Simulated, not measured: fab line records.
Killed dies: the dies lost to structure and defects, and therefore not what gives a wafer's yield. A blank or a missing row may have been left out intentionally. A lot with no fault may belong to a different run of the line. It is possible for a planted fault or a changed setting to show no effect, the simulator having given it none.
Split-lot study + flow n5_finfet + route with 1938 steps; 7 lots, 21 wafers read

THE SPLIT ITSELF
At N5_BEOL_M1_PECVD_72 (deposits SiO2 from TEOS/O2, target thk 16 nm, time 18 s), the setting temp_c was moved away from the recipe's 400 C on 6 of the 21 wafers read, by -3.3% to +3.6%. The other wafers ran this setting at the recipe's value.

FROM THE SPLIT TO THE READING: what the file shows between them, 14 steps
- N5_BEOL_M1_EXPOSE_08: exposes mask M1 (also split here: dose_mj)
- N5_BEOL_M1_PEB_09: peb time 60 s
- N5_BEOL_M1_DEVELOP_10: develop time 30 s
- N5_BEOL_M1_CD_MEAS_11: target cd 17.05 nm
- N5_BEOL_M1_DESCUM_16: chemistry O2, time 7 s
- N5_BEOL_M1_ETCH_74: etches underlayer in N2/H2, target depth 6.5 nm, time 5.2 s
- N5_BEOL_M1_ETCH_63: etches SiARC in CF4, target depth 15.6 nm, time 26 s
- N5_BEOL_M1_ETCH_64: etches SOC in N2/H2, target depth 75 nm, overetch 15 nm, time 112.5 s
- N5_BEOL_M1_HM_OPEN_17: chemistry Cl2/BCl3, target TiN, target depth 20 nm, overetch 6 nm
- N5_BEOL_M1_STRIP_19: strips in O2
- N5_BEOL_M1_CD_MEAS_18: pitch 36 nm, target cd 18 nm
- N5_BEOL_M1_COAT_67: time 60 s, resist thk 60 nm
- N5_BEOL_M1_COAT_68: time 60 s, resist thk 12 nm
- N5_BEOL_M1_STRIP_97: strips in N2/H2, time 10 s

THE READING
SiO2_of_BEOL_M1_PECVD_72.thk_nm (the simulator's own value, which no gauge read), in nm, at N5_BEOL_M1_HM_STRIP_39 (strips TiN in peroxide tin strip, target depth 25 nm, time 158 s). There is no usual value for it anywhere in the file. Average 15.9 nm, standard deviation 0.27 nm, over the 15 wafers here run with the recipe.

| wafer  | tool, chamber at the split | temp_c as run, C | against the recipe | SiO2_of_BEOL_M1_PECVD_72.thk_nm, nm | against lot-mates on the recipe |
|--------|----------------------------|------------------|--------------------|-------------------------------------|---------------------------------|
| L076.1 | pecvd-01, 1                | 400              | recipe             | 15.4                                | -                               |
| L076.4 | pecvd-01, 2                | 400              | recipe             | 15.6                                | -                               |
| L076.5 | pecvd-01, 2                | 400              | recipe             | 15.8                                | -                               |
| L075.2 | pecvd-04, 0                | 414.3            | +3.6%              | 14                                  | -2.2                            |
| L075.3 | pecvd-04, 1                | 414.3            | +3.6%              | 14.2                                | -2.0                            |
| L075.4 | pecvd-04, 2                | 400              | recipe             | 16.2                                | -                               |
| L078.1 | pecvd-04, 0                | 400              | recipe             | 15.8                                | -                               |
| L078.4 | pecvd-04, 2                | 400              | recipe             | 16.2                                | -                               |
| L078.6 | pecvd-04, 1                | 400              | recipe             | 16.4                                | -                               |
| L084.1 | pecvd-04, 1                | 392              | -2.0%              | 17                                  | +1.0                            |
| L084.2 | pecvd-04, 0                | 400              | recipe             | 16                                  | -                               |
| L084.5 | pecvd-04, 0                | 400              | recipe             | 16                                  | -                               |
| L090.1 | pecvd-04, 2                | 400              | recipe             | 16                                  | -                               |
| L090.2 | pecvd-04, 0                | 386.9            | -3.3%              | 17.2                                | +1.2                            |
| L090.4 | pecvd-04, 1                | 386.9            | -3.3%              | 17.6                                | +1.6                            |
| L094.1 | pecvd-04, 2                | 392.3            | -1.9%              | 16.4                                | +0.7                            |
| L094.3 | pecvd-04, 0                | 400              | recipe             | 15.6                                | -                               |
| L094.5 | pecvd-04, 0                | 400              | recipe             | 15.8                                | -                               |
| L095.1 | pecvd-04, 1                | 400              | recipe             | 15.8                                | -                               |
| L095.2 | pecvd-04, 2,0              | 400              | recipe             | 15.6                                | -                               |
| L095.6 | pecvd-04, 2,0              | 400              | recipe             | 15.6                                | -                               |
When a row names more than one chamber, that row covers several wafers, and the file does not tell which wafer ran in which chamber.

THE FIT
A straight line over all 21 wafers: SiO2_of_BEOL_M1_PECVD_72.thk_nm changes by -0.476 nm for each +1% of temp_c; r = -0.95; the points scatter about the line by 0.27 nm.
The same after taking each lot's own level away (the mean of its wafers on the recipe; 21 wafers): -0.507 nm for each +1%; r = -0.98; scatter 0.19 nm.
On that fit, the largest move of temp_c shifts the reading by 1.8 nm.
From 15.60 to 16.20 nm: that is the span of the lots' own levels, equal to 2.2 times the standard deviation above.
So the lot-to-lot level changes the slope little: the two slopes agree.
Check: for one of the wafers moved furthest among these (+3.6%), held out of the fit, the line's prediction against its lot-mates is -1.74 nm. It came out at -2.2 nm against them.

OTHER SPLITS ON THESE WAFERS
Before the reading, these wafers also passed through other splits. Each is held against what the fit with the lots' levels taken away leaves over:
| other split on the same wafers   | wafers away from the commonest value | r with SiO2_of_BEOL_M1_PECVD_72.thk_nm (lot level and that fit taken away) |
|----------------------------------|--------------------------------------|----------------------------------------------------------------------------|
| N5_BEOL_M0_SAQP_COAT_08 spin_rpm | 4                                    | -0.14                                                                      |
| N5_BEOL_M1_EXPOSE_08 dose_mj     | 5                                    | -0.45                                                                      |

THE WHOLE CHAIN: every reading that the file lists as answering this split, in the file's order
| step                   | what it does                                                     | reading                                                                          | change (the file's fit)               | r (the file's) |
|------------------------|------------------------------------------------------------------|----------------------------------------------------------------------------------|---------------------------------------|----------------|
| N5_BEOL_M1_PECVD_72    | deposits SiO2 from TEOS/O2, target thk 16 nm, time 18 s          | SiO2_of_BEOL_M1_PECVD_72.thk_nm (the simulator's own value, which no gauge read) | -0.453 nm for each +1% of the setting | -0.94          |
| N5_BEOL_M1_HM_STRIP_39 | strips TiN in peroxide tin strip, target depth 25 nm, time 158 s | SiO2_of_BEOL_M1_PECVD_72.thk_nm (the simulator's own value, which no gauge read) | -0.495 nm for each +1% of the setting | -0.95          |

FILE'S OWN FIT
SiO2_of_BEOL_M1_PECVD_72.thk_nm changes by -0.495 nm for each +1% of temp_c, r = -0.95.
